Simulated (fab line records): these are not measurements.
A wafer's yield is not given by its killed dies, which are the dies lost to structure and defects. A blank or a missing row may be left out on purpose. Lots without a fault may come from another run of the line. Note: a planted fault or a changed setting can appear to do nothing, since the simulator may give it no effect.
fab line records	flow nand-harc
[record] lots = 12	wafers = 36	last-day = 33
route steps=1302 shown A_BONDPAD@1236 THIN_TSV@1245 END@1302
lots untouched by any fault: they come from a run of this same line in which no faults occurred
start-h: hours from the record's first day to the start of the lot's first wafer shown	wait-h: hours elapsed since this lot's preceding step	" unchanged from the row above	L1.1+2: one row covering several wafers at once	- no value, or no start was given	* or withheld: withheld	< > ~ a bound
route shown NAME@n: names a module that has steps shown in the file, with the first one's number in the route	usual: mean/standard deviation of fault-free wafers	same: alike in all rows	chamber/n: place in a boat	sites: per-site readings	_std_site: their standard deviation	_edge_site: the outer-site mean with the inner-site mean subtracted	radius-mm: how far each site lies from the wafer's centre	mask NAME#n: copy n	behind: tool/chamber where the wafer was last shaped	hold: cause of the lot's hold/its duration in hours/its outcome	device: whichever transistor did not switch (one of n, p or np)	end of line: the tests these same wafers got at the end of their route	where a step has no rows: the recipe by itself	killed: dies that structure and defects cost at the first sort, which is not the same as the wafer's yield	map: per-die view of a wafer (x killed, . not killed, _ where there is no die)
set.NAME: the setting that was run; set.NAME@STEP: the one run at that earlier step	model.NAME: the simulator's own value behind a step, which no gauge read
a sample of lots followed through the steps of the route, with each step as a table and each wafer as a row
services: from which hour (start-h, from the record's first day; less than 0 if before it) a tool's chamber was out of use, for how many hours, and why
[[steps]]
[step NHARC_A_BONDPAD_INSPECT_23]
[usual] raw-defect-count = 525/120
lot.wafer	tool	chamber	start-h	wait-h	raw-defect-count
L927.2	defect-inspect-01	-	531.55	0.0	424
L927.3	"	-	"	"	384
L927.5	"	-	"	"	468
L932.2	defect-inspect-02	-	576.17	0.0	761
L932.5	"	-	"	"	749
L932.6	"	-	"	"	613
L931.3	defect-inspect-01	-	580.57	0.0	521
L931.4	"	-	"	"	615
L931.5	"	-	"	"	547
L938.2	defect-inspect-01	-	648.90	0.0	537
L938.3	"	-	"	"	446
L938.5	"	-	"	"	424
L940.3	defect-inspect-01	-	668.16	0.0	511
L940.4	"	-	"	"	588
L940.6	"	-	"	"	436
L941.2	defect-inspect-02	-	668.50	0.0	772
L941.3	"	-	"	"	845
L941.6	"	-	"	"	586
L942.2	defect-inspect-01	-	669.13	0.0	469
L942.3	"	-	"	"	571
L942.4	"	-	"	"	706
L943.4	defect-inspect-02	-	693.56	0.0	415
L943.5	"	-	"	"	440
L943.6	"	-	"	"	421
L946.1	defect-inspect-02	-	709.22	0.0	515
L946.5	"	-	"	"	600
L946.6	"	-	"	"	527
L945.3	defect-inspect-02	-	712.65	0.0	456
L945.4	"	-	"	"	357
L945.5	"	-	"	"	466
L950.1	defect-inspect-01	-	747.28	0.0	499
L950.3	"	-	"	"	577
L950.5	"	-	"	"	475
L949.2	defect-inspect-01	-	757.93	0.0	522
L949.4	"	-	"	"	434
L949.5	"	-	"	"	412
[step NHARC_THIN_TSV_CMP_01]
[recipe] target-thk-um = 3
[usual] edge-zone-pressure-frac = 1.000/0.0049	motor-current-A = 11.8/1.2
lot.wafer	tool	chamber	start-h	wait-h	edge-zone-pressure-frac	motor-current-A
L927.3	cmp-04	1	540.80	0.6	1.000	10.8
L927.2	"	2	"	"	1.004	9.6
L927.5	"	2	"	"	1.003	9.8
L932.2	cmp-03	1	585.02	0.9	1.003	10.6
L932.5	"	2	"	"	1.008	11.5
L932.6	"	3	"	"	1.003	11.1
L931.4	cmp-02	1	591.54	0.5	0.998	12.9
L931.3	"	2	"	"	1.003	11.1
L931.5	"	3	"	"	1.001	11.2
L938.3	cmp-04	1	661.02	0.6	1.005	10.9
L938.2	"	0	"	"	1.003	12.5
L938.5	"	1	"	"	1.000	9.9
L941.3	cmp-02	1	680.16	0.7	1.001	12.1
L941.2	"	2	"	"	0.991	10.6
L941.6	"	3	"	"	0.999	11.4
L940.3	cmp-02	2	681.35	0.7	0.994	10.8
L940.4	"	3	"	"	0.999	12.0
L940.6	"	0	"	"	1.010	13.6
L942.3	cmp-04	1	682.54	0.7	1.009	11.3
L942.2	"	2	"	"	0.994	9.4
L942.4	"	3	"	"	0.998	14.0
L943.4	cmp-02	1	704.40	0.4	1.004	12.3
L943.5	"	1	"	"	0.991	13.0
L943.6	"	2	"	"	1.006	11.1
L946.1	cmp-03	3	721.69	1.0	1.003	11.6
L946.6	"	3	"	"	1.003	12.1
L946.5	"	0	"	"	0.998	11.8
L945.4	cmp-04	0	722.93	0.5	1.000	12.0
L945.3	"	1	"	"	0.997	10.9
L945.5	"	2	"	"	1.011	9.4
L950.3	cmp-03	1	758.96	0.6	1.000	10.5
L950.1	"	2	"	"	1.005	11.7
L950.5	"	0	"	"	1.003	11.8
L949.2	cmp-04	1	769.14	0.9	1.006	11.4
L949.4	"	2	"	"	1.003	9.4
L949.5	"	0	"	"	0.999	12.7
[step NHARC_THIN_TSV_STRIP_62]
[recipe] power-w = 1500	temp-c = 250	time-s = 20	chemistry = N2/H2
[usual] drypump-motor-current-A = 5.9/0.35	heater-power-w = 320/19
lot.wafer	tool	chamber	start-h	wait-h	drypump-motor-current-A	heater-power-w	rf-hours-counter-h
L927.2	plasma-asher-01	0	544.60	-	5.2	324	4
L927.3	"	1	"	"	6.2	290	-
L927.5	"	0	"	"	5.2	318	-
L932.2	plasma-asher-02	1	589.05	-	6.1	343	34
L932.6	"	1	"	"	6.2	353	-
L932.5	"	0	"	"	5.8	342	-
L931.4	plasma-asher-01	0	595.45	-	5.2	321	-
L931.3	"	1	"	"	6.1	297	-
L931.5	"	1	"	"	6.2	293	-
L938.2	plasma-asher-01	1	665.62	-	6.1	289	29
L938.3	"	1	"	"	6.2	289	-
L938.5	"	1	"	"	6.2	293	-
L941.2	plasma-asher-02	1	684.12	-	6.1	302	14
L941.3	"	0	"	"	5.8	341	-
L941.6	"	0	"	"	5.8	343	-
L940.3	plasma-asher-02	0	685.35	-	5.8	328	-
L940.4	"	1	"	"	6.1	301	-
L940.6	"	0	"	"	5.8	330	-
L942.2	plasma-asher-01	0	686.33	-	5.2	324	32
L942.4	"	0	"	"	5.2	327	-
L942.3	"	1	"	"	6.2	294	-
L943.4	plasma-asher-01	0	708.51	-	5.2	328	-
L943.5	"	1	"	"	6.2	294	-
L943.6	"	0	"	"	5.2	328	-
L946.1	plasma-asher-02	0	725.80	-	5.8	332	25
L946.5	"	1	"	"	6.2	306	-
L946.6	"	0	"	"	5.8	342	-
L945.4	plasma-asher-02	0	726.85	-	5.8	333	-
L945.3	"	1	"	"	6.2	316	-
L945.5	"	1	"	"	6.2	305	-
L950.1	plasma-asher-02	1	762.91	-	6.1	308	32
L950.3	"	1	"	"	6.1	305	-
L950.5	"	0	"	"	5.8	335	-
L949.2	plasma-asher-02	1	773.11	-	6.1	304	33
L949.4	"	1	"	"	6.2	315	-
L949.5	"	0	"	"	5.8	329	-
[step NHARC_THIN_TSV_PVD_51]
[recipe] target-thk-a = 1000	chamber-pressure-pa = 5	material = Cu
[usual] chamber-pressure-pa = 5.000/0.011	throttle-valve-pct = 29.3/0.88
lot.wafer	tool	chamber	start-h	wait-h	chamber-pressure-pa	throttle-valve-pct
L927.3	pvd-sputter-01	-	545.06	-	4.980	28.4
L927.2	"	-	"	"	5.007	31.2
L927.5	"	-	"	"	5.023	30.4
L932.2	pvd-sputter-02	-	589.55	-	5.006	28.9
L932.5	"	-	"	"	5.004	29.5
L932.6	"	-	"	"	4.994	29.5
L931.4	pvd-sputter-03	-	595.87	-	5.005	31.2
L931.3	"	-	"	"	5.016	28.5
L931.5	"	-	"	"	4.992	31.0
L938.3	pvd-sputter-03	-	666.06	-	-	-
L938.2	"	-	"	"	-	-
L938.5	"	-	"	"	-	-
L941.3	pvd-sputter-02	-	684.57	-	5.002	29.2
L941.2	"	-	"	"	5.008	28.9
L941.6	"	-	"	"	5.002	29.2
L940.3	pvd-sputter-01	-	685.77	-	-	-
L940.4	"	-	"	"	-	-
L940.6	"	-	"	"	-	-
L942.4	pvd-sputter-03	-	686.78	-	4.986	30.9
L942.2	"	-	"	"	5.014	28.4
L942.3	"	-	"	"	4.998	29.7
L943.4	pvd-sputter-02	-	708.94	-	5.009	28.8
L943.5	"	-	"	"	5.032	28.6
L943.6	"	-	"	"	4.999	29.4
L946.1	pvd-sputter-02	-	726.22	-	5.004	28.9
L946.5	"	-	"	"	4.999	28.9
L946.6	"	-	"	"	5.012	29.2
L945.4	pvd-sputter-03	-	727.27	-	5.001	30.5
L945.3	"	-	"	"	4.995	28.6
L945.5	"	-	"	"	4.999	30.8
L950.3	pvd-sputter-03	-	763.33	-	5.017	28.4
L950.1	"	-	"	"	5.012	30.7
L950.5	"	-	"	"	5.012	28.6
L949.2	pvd-sputter-02	-	776.20	-	4.998	28.8
L949.4	"	-	"	"	4.996	28.7
L949.5	"	-	"	"	4.992	29.3
[step NHARC_END_SORT_01]
[recipe] temp-c = 25
[usual] defect-limited-yield = 91.5/2.9	killed-at-array = 53/20	killed-at-other = 1/1.2	killed-at-periphery = 3.7/2.6	killed-dies = 58/20	killed-open = 3.5/1.8	killed-short = 2.4/1.7	sort_bin_2_pct = 3.1/1.3	sort_bin_3_pct = 0.6/0.4	sort_bin_4_pct = 4.9/1.7	sort-n-pass = 619/20	sort-rim-yield-pct = 92/4	sort-yield-pct = 91.5/2.9
[same] gross-dies = 677	sort_bin_5_pct[%] = 0	sort_bin_6_pct[%] = 0	sort_bin_7_pct[%] = 0	sort_bin_8_pct[%] = 0	sort-rim-n-gross = 106.00
lot.wafer	tool	chamber	start-h	wait-h	defect-limited-yield[%]	killed-at-array	killed-at-other	killed-at-periphery	killed-dies	killed-open	killed-short	sort_bin_2_pct[%]	sort_bin_3_pct[%]	sort_bin_4_pct[%]	sort-n-pass	sort-rim-yield-pct[%]	sort-yield-pct[%]
L938.2	prober-02	0	676.98	2.8	0	60	611	6	677	3	5	94.1	0.6	5.3	0	0	0
L938.3	prober-02	0	677.79	3.1	0	52	621	4	677	5	0	95.9	0.4	3.7	0	0	0
L938.5	prober-02	0	679.40	3.7	0	60	607	10	677	3	3	93.1	0.3	6.6	0	0	0
L940.3	prober-01	0	705.94	3.1	0	53	621	3	677	2	1	94.2	1.2	4.6	0	0	0
L940.4	prober-01	0	706.75	3.4	0	68	600	9	677	4	2	93.2	0.7	6.1	0	0	0
L940.6	prober-01	0	708.37	4.0	0	64	612	1	677	2	4	93.5	0.4	6.1	0	0	0
L945.3	prober-01	0	739.52	3.1	91.0	55	2	4	61	2	2	3.5	0.4	5.0	616	96	91.0
L945.4	prober-01	0	740.32	3.4	93.4	43	0	2	45	4	0	3.2	0.1	3.2	632	97	93.4
L945.5	prober-01	0	741.12	3.7	93.2	44	0	2	46	3	0	2.4	0.1	4.3	631	97	93.2
// killed by level:class
L938.2 THIN_TSV:area-pvd=611 A_CHANNEL_HOLE_D1:chamber-film-flake=33 A_CHANNEL_HOLE_D2:chamber-film-flake=9 A_CONTACT:chamber-film-flake=4 P_BONDPAD:chamber-film-flake=3 A_CHANNEL_FILL_D1:geometric-particle:short=2 P_GATE:chamber-film-flake=2 A_DECK1_JOINT:chamber-film-flake=2
L938.3 THIN_TSV:area-pvd=621 A_CHANNEL_HOLE_D1:chamber-film-flake=32 A_CHANNEL_HOLE_D2:chamber-film-flake=11 P_ZERO_WELL:chamber-film-flake=2 P_GATE:chamber-film-flake=2 A_STAIRCASE:chamber-film-flake=2 A_CHANNEL_HOLE_D1:geometric-particle:open=1 A_WL_FILL:geometric-particle:open=1
L938.5 THIN_TSV:area-pvd=607 A_CHANNEL_HOLE_D1:chamber-film-flake=31 A_CHANNEL_HOLE_D2:chamber-film-flake=13 P_GATE:chamber-film-flake=4 A_CONTACT:chamber-film-flake=4 P_BONDPAD:chamber-film-flake=3 A_SLIT:chamber-film-flake=3 P_ZERO_WELL:chamber-film-flake=2
L940.3 THIN_TSV:area-pvd=621 A_CHANNEL_HOLE_D1:chamber-film-flake=32 A_CHANNEL_HOLE_D2:chamber-film-flake=9 A_SLIT:chamber-film-flake=5 A_CHANNEL_FILL_D1:chamber-film-flake=2 P_M0:geometric-particle:open=1 A_CHANNEL_FILL_D1:geometric-particle:open=1 A_WL_FILL:geometric-particle:short=1
L940.4 THIN_TSV:area-pvd=599 A_CHANNEL_HOLE_D1:chamber-film-flake=32 A_CHANNEL_HOLE_D2:chamber-film-flake=22 A_SLIT:chamber-film-flake=7 P_ZERO_WELL:chamber-film-flake=3 A_CHANNEL_FILL_D1:geometric-particle:open=2 P_GATE:chamber-film-flake=2 P_CONTACT:geometric-particle:open=1
L940.6 THIN_TSV:area-pvd=611 A_CHANNEL_HOLE_D1:chamber-film-flake=32 A_CHANNEL_HOLE_D2:chamber-film-flake=18 A_SLIT:chamber-film-flake=6 P_CONTACT:geometric-particle:short=1 A_SOURCE_PLATE:geometric-particle:open=1 A_CHANNEL_FILL_D1:geometric-particle:short=1 A_DECK1_JOINT:geometric-particle:short=1
L945.3 A_CHANNEL_HOLE_D1:chamber-film-flake=34 A_CONTACT:chamber-film-flake=12 P_STI:chamber-film-flake=4 A_M0:chamber-film-flake=3 A_STAIRCASE:chamber-film-flake=2 A_WL_FILL:geometric-particle:short=1 A_WL_FILL:geometric-particle:open=1 A_CONTACT:geometric-particle:open=1
L945.4 A_CHANNEL_HOLE_D1:chamber-film-flake=25 A_CONTACT:chamber-film-flake=8 A_SLIT:chamber-film-flake=4 A_STAIRCASE:chamber-film-flake=2 P_M2:geometric-particle:open=1 A_ONON_D1:geometric-particle:open=1 A_ONON_D2:geometric-particle:open=1 A_CHANNEL_FILL_D2:geometric-particle:open=1
L945.5 A_CHANNEL_HOLE_D1:chamber-film-flake=26 A_SLIT:chamber-film-flake=7 A_CONTACT:chamber-film-flake=4 A_M0:chamber-film-flake=3 A_ONON_D1:geometric-particle:open=1 A_DECK1_JOINT:geometric-particle:open=1 A_CONTACT:geometric-particle:open=1 P_STI:chamber-film-flake=1
[[services]]
tool	chamber	start-h	hours	kind
plasma-asher-01	-	520.15	9.0	pm
pvd-sputter-03	-	526.01	10.0	pm
cmp-02	-	528.72	4.0	pm
pvd-sputter-02	-	533.43	6.7	repair
pvd-sputter-03	-	538.64	4.8	repair
cmp-02	-	549.91	1.0	repair
pvd-sputter-02	-	572.80	15.3	repair
plasma-asher-01	-	590.30	2.9	repair
cmp-04	-	601.00	4.0	pm
plasma-asher-02	-	603.21	9.0	pm
pvd-sputter-02	-	610.30	15.0	repair
cmp-02	-	626.79	4.0	pm
pvd-sputter-03	-	631.29	2.7	repair
pvd-sputter-02	-	638.08	10.0	pm
cmp-04	-	656.55	1.7	repair
plasma-asher-01	-	678.82	6.5	repair
cmp-04	-	691.23	0.2	repair
plasma-asher-01	-	697.15	9.0	pm
cmp-04	-	699.00	4.0	pm
pvd-sputter-03	-	704.01	10.0	pm
cmp-02	-	724.79	4.0	pm
cmp-02	-	741.28	1.5	repair
cmp-04	-	756.12	1.4	repair
plasma-asher-02	-	765.88	1.2	repair
[[key]]
[first-sign] step = NHARC_THIN_TSV_PVD_51	reading = tool-record	direction = missing
[effect] step = NHARC_END_SORT_01	reading = killed-at-other	direction = up	sigmas = 99+	usual = 1	struck = 612
[more-kills-born-at] NHARC_THIN_TSV_PVD_51@pvd-sputter-03 = 1839	NHARC_THIN_TSV_PVD_51@pvd-sputter-01 = 1831
met-at NHARC_THIN_TSV_PVD_51
struck-lots L938,L940
later-rows-left-out L938.2,L938.3,L938.5,L940.3,L940.4,L940.6
not-acting-at NHARC_A_BONDPAD_INSPECT_23,NHARC_THIN_TSV_CMP_01,NHARC_THIN_TSV_STRIP_62
onset-between 595.87 666.06
[fault] kind = skipped-step-whole	tool = pvd-sputter-01,pvd-sputter-03	chamber = -	onset-h = 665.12	steps = NHARC_THIN_TSV_PVD_51	scope = struck-lots-only
// later-rows-left-out: the simulator's readings of these wafers behind a module that went badly wrong aren't trusted and aren't shown, but for the sort
